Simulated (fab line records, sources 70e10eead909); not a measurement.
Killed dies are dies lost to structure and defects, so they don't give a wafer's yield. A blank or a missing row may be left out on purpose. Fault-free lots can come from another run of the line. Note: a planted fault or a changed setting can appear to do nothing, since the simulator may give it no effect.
The tool behind it: which one? ; flow nand-harc ; 18 wafers from 6 lots sampled at 5 of the route's 1159 steps

## WHAT THE GAUGES READ, wafer by wafer
NHARC_END_SORT_01.
lot;measured;on;killed-at-array
L375;day 19 21:43;prober-01;17 23 23
L378;day 20 04:37;prober-02;23 14 28
L388;day 22 12:08;prober-02;31 32 28
L391;day 23 16:39;prober-02;16 12 19
L393;day 24 05:40;prober-01;33 41 47
L396;day 25 11:17;prober-02;31 38 24

## TOOL THAT RAN EACH LOT (tool first, then ch and the chambers of the sampled wafers, then the start)
lot;NHARC_A_CHANNEL_HOLE_D1_ETCH_23;NHARC_A_CHANNEL_HOLE_D1_XSEM_31;NHARC_A_CHANNEL_FILL_D1_ALD_02;NHARC_A_CHANNEL_FILL_D1_ALD_15
L375;har-etch-01 ch 0,1, day 9 01:52;xsem-02 ch 0, day 9 05:56;ald-hk-04 ch 1,2,3, day 9 06:15;ald-sin-batch-01 ch 0, day 9 16:29
L378;har-etch-01 ch 0,1, day 9 11:01;xsem-01 ch 0, day 9 15:03;ald-hk-04 ch 1,3, day 9 15:30;ald-sin-batch-01 ch 0, day 10 01:35
L388;har-etch-01 ch 0,1, day 12 00:20;xsem-01 ch 0, day 12 04:22;ald-hk-03 ch 0,2, day 12 07:17;ald-sin-batch-03 ch 0, day 12 18:20
L391;har-etch-02 ch 0,1, day 12 14:44;xsem-01 ch 0, day 12 19:09;ald-hk-04 ch 1,2,3, day 12 19:49;ald-sin-batch-01 ch 0, day 13 05:45
L393;har-etch-02 ch 0,1, day 12 22:57;xsem-02 ch 0, day 13 03:02;ald-hk-04 ch 0,1,3, day 13 03:20;ald-sin-batch-01 ch 0, day 13 13:50
L396;har-etch-02 ch 0,1, day 14 10:01;xsem-01 ch 0, day 14 14:31;ald-hk-04 ch 0,2,3, day 14 15:36;ald-sin-batch-02 ch 0, day 15 02:43
- NHARC_A_CHANNEL_HOLE_D1_ETCH_23: etches the open film in C4F8/O2/Ar, time 819 s, target depth 1600 nm.
- NHARC_A_CHANNEL_HOLE_D1_XSEM_31
- NHARC_A_CHANNEL_FILL_D1_ALD_02: deposits SiO2, target thk 6 nm, pulse time 10 s, ald cycles 60.
- NHARC_A_CHANNEL_FILL_D1_ALD_15: deposits SiNx, target thk 2 nm, pulse time 60 s, ald cycles 19.

## THE ANSWER, worked out from the rows above alone
Rule: usual is defined by the lots themselves. Put in order of their means at a reading, lots are off if they are a third of the lots or fewer, leave a main group of 4 or more, and stand apart from it by a gap of 3 or more times the standard deviation of the main group's means; of several such gaps the widest counts. A main group whose means are all the same, to the digits that the tables above print for the reading, isn't used. A lot without any number at a reading at which 4 lots or more have one is off too. The other lots that the step has rows for count as sound.
No lot is off on any of the readings shown, so nothing can be concluded from this.

## WHAT THE SIMULATOR HAD PUT IN
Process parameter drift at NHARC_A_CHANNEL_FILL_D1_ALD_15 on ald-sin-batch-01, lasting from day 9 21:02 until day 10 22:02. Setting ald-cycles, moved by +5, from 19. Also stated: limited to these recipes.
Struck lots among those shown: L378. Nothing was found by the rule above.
